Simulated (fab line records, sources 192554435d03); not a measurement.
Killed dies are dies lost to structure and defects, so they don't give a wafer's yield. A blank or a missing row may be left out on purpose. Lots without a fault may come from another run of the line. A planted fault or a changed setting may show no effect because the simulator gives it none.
Chamber matching | flow n5_finfet | N5_PMOS_HMC_CHANNEL_EPI_CMP_21 on cmp-03: 4 sister chambers
The step polishes SiGe30, target thk 54 nm. 4 wafers are shown with their chamber, then 12 later ones without.

WAFERS WITH THEIR CHAMBER
wafer  | chamber | motor_current_A (A)
L084.5 | 0       | 11.2
L084.6 | 3       | 10.0
L088.1 | 1       | 13.2
L088.5 | 2       | 12.3

WAFERS WITHOUT THEIR CHAMBER
wafer  | motor_current_A (A)
L090.4 | 9.4
L090.5 | 11.9
L090.6 | 12.8
L092.1 | 12.4
L092.2 | 11.8
L092.5 | 13.1
L093.1 | 11.9
L093.4 | 10.3
L093.5 | 10.1
L096.1 | 10.5
L096.3 | 11.4
L096.5 | 12.9

WHICH CHAMBER EACH WENT THROUGH
wafer  | from the rows above     | in truth
L090.4 | 3                       | 3
L090.5 | can't be placed: 2 or 0 | 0
L090.6 | can't be placed: 1 or 2 | 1
L092.1 | can't be placed: 2 or 1 | 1
L092.2 | can't be placed: 2 or 0 | 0
L092.5 | can't be placed: 1 or 2 | 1
L093.1 | can't be placed: 2 or 0 | 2
L093.4 | can't be placed: 3 or 0 | 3
L093.5 | 3                       | 3
L096.1 | can't be placed: 3 or 0 | 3
L096.3 | can't be placed: 0 or 2 | 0
L096.5 | can't be placed: 1 or 2 | 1
Placed correctly: 2 of 12. Can't be placed from these rows: 10 (the true chamber is among the candidates in 10). Placed wrongly: 0.
How it was worked out, from the rows above alone: a wafer's distance from a chamber is the root of the sum, over the readings, of the square of ((its reading less the chamber's mean) divided by the reading's scatter). The wafer belongs to the nearest chamber; if the next one is less than 2 further off, it can't be placed. A chamber's mean is the mean of its shown wafers. The scatter: with one shown wafer a chamber, the root of the mean of the squares of how far each hidden wafer lies from its nearest shown one.
